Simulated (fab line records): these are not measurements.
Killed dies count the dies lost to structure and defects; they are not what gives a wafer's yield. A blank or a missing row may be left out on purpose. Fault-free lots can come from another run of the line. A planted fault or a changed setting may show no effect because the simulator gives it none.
Chamber matching    flow nandHarc    NHARC_P_BONDPAD_DEP_00 on pecvd-01: 3 sister chambers
The step deposits SiCN, target thk 250 nm. 6 wafers are shown with their chamber, then 7 later ones without.

== WAFERS, EACH WITH ITS CHAMBER ==
wafer   chamber  rfFwdPowerW (W)  heaterPowerOuterW (W)
L081.1  1        447.4            353
L081.3  0        449.2            277
L081.6  1        447.7            354
L083.5  2        449.0            353
L089.1  2        449.0            302
L089.2  0        449.2            304

== WAFERS WITH NO CHAMBER GIVEN ==
wafer   rfFwdPowerW (W)  heaterPowerOuterW (W)
L089.5  450.0            369
L094.3  449.3            336
L094.4  449.0            303
L094.6  450.2            339
L097.3  448.4            341
L097.4  450.1            307
L097.6  449.5            343

== THE CHAMBER EACH PASSED THROUGH ==
wafer   from the rows above      in truth
L089.5  can't be placed: 0 or 2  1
L094.3  can't be placed: 0 or 2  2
L094.4  can't be placed: 2 or 0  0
L094.6  can't be placed: 0 or 2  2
L097.3  can't be placed: 2 or 0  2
L097.4  can't be placed: 0 or 2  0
L097.6  can't be placed: 0 or 2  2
Placed correctly: 0 of 7. Unplaceable from these rows: 7, with the true chamber sitting among the candidates in 6. Placed wrongly: 0.
How it was worked out, from the rows above alone: a wafer's distance from a chamber is the root of the sum, over the readings, of the square of ((its reading less the chamber's mean) divided by the reading's scatter). The wafer belongs to the nearest chamber; if the next one is less than 2 further off, it can't be placed. The mean given for a chamber averages the wafers shown for that chamber. How the scatter is found: for the shown wafers, subtract from each reading the mean of its chamber, square and add these, divide the total by (wafers less chambers), then take the root.
